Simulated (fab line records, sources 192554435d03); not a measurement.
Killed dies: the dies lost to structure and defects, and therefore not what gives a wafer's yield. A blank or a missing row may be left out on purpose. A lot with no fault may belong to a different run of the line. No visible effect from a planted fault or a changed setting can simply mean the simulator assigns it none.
One fault through the eyes of 3 desks || flow n5 finfet || each desk holds nothing but its own numbers, with what lay behind them at the end

DESK OF THE TOOL OWNER: rie diel-03
The tool's own readings at N5_BEOL_M11_ETCH_66 (etches SOC in N2/H2, target depth 120 nm, overetch 24 nm, time 180 s): means of the sampled wafers that have a number, for each lot that ran on this tool. The brackets show how far a lot's mean lies from the usual mean; more than 4 standard deviations puts the lot out of limits, marked OUT.
Columns: A = drypump motor current A at N5_BEOL_M11_ETCH_66, usual 5.5 A; B = oes product au at N5_BEOL_M11_ETCH_66, usual 0.62 a.u.; C = rf vpp V at N5_BEOL_M11_ETCH_66, usual 523.8 V; D = showerhead plenum p Torr at N5_BEOL_M11_ETCH_66, usual 2.54 Torr; E = throttle valve pct at N5_BEOL_M11_ETCH_66, usual 17.90 %
{"lot": "L149", "first seen here": "day 14 04:08", "A": 5.7, "B": 0.63, "C": 523.3, "D": 2.51, "E": 17.89}
{"lot": "L154", "first seen here": "day 14 20:56", "A": 5.8, "B": 0.61, "C": 522.2, "D": 2.46, "E": 18.06}
{"lot": "L155", "first seen here": "day 15 05:28", "A": 6.1, "B": 0.62, "C": 524.0, "D": 2.55, "E": 17.77}
Finding of this desk: none of the 3 lots has anything out of limits.

THE DEFECT DESK
For each lot, the counts of the inspections along the route, averaged over the sampled wafers that have a number. The brackets show how far a lot's mean lies from the usual mean; more than 4 standard deviations puts the lot out of limits, marked OUT.
Columns: A = raw defect count at N5_BEOL_M11_INSPECT_30, usual 407
{"lot": "L140", "first seen here": "day 11 07:01", "A": 438}
{"lot": "L149", "first seen here": "day 14 03:46", "A": 377}
{"lot": "L150", "first seen here": "day 14 14:41", "A": 328}
{"lot": "L154", "first seen here": "day 14 20:49", "A": 424}
{"lot": "L155", "first seen here": "day 15 05:21", "A": 362}
{"lot": "L161", "first seen here": "day 17 17:20", "A": 429}
Finding of this desk: none of the 6 lots has anything out of limits.

FROM THE METROLOGY DESK
What the gauges read for every lot (on any tool): the sampled wafers with a number, averaged. The brackets show how far a lot's mean lies from the usual mean; more than 4 standard deviations puts the lot out of limits, marked OUT.
Columns: A = cd nm at N5_BEOL_M11_CD_MEAS_28, usual 70.2 nm; B = V10_OVL at N5_BEOL_M11_OVL_MEAS_29, usual -0.1 nm
{"lot": "L140", "first seen here": "day 11 06:58", "A": 70.8, "B": 0.5}
{"lot": "L149", "first seen here": "day 14 03:43", "A": 70.1, "B": -0.4}
{"lot": "L150", "first seen here": "day 14 14:38", "A": 69.3, "B": -0.0}
{"lot": "L154", "first seen here": "day 14 20:45", "A": 69.4, "B": -0.5}
{"lot": "L155", "first seen here": "day 15 05:17", "A": 69.8, "B": 0.8}
{"lot": "L161", "first seen here": "day 17 17:17", "A": 70.6, "B": -1.1}
Finding of this desk: none of the 6 lots has anything out of limits.

TAKEN TOGETHER
The tool owner's desk saw nothing out of limits.
No out-of-limits result turned up at the defect desk.
At the metrology desk, nothing out of limits was observed.

WHAT WAS PUT IN BY THE SIMULATOR
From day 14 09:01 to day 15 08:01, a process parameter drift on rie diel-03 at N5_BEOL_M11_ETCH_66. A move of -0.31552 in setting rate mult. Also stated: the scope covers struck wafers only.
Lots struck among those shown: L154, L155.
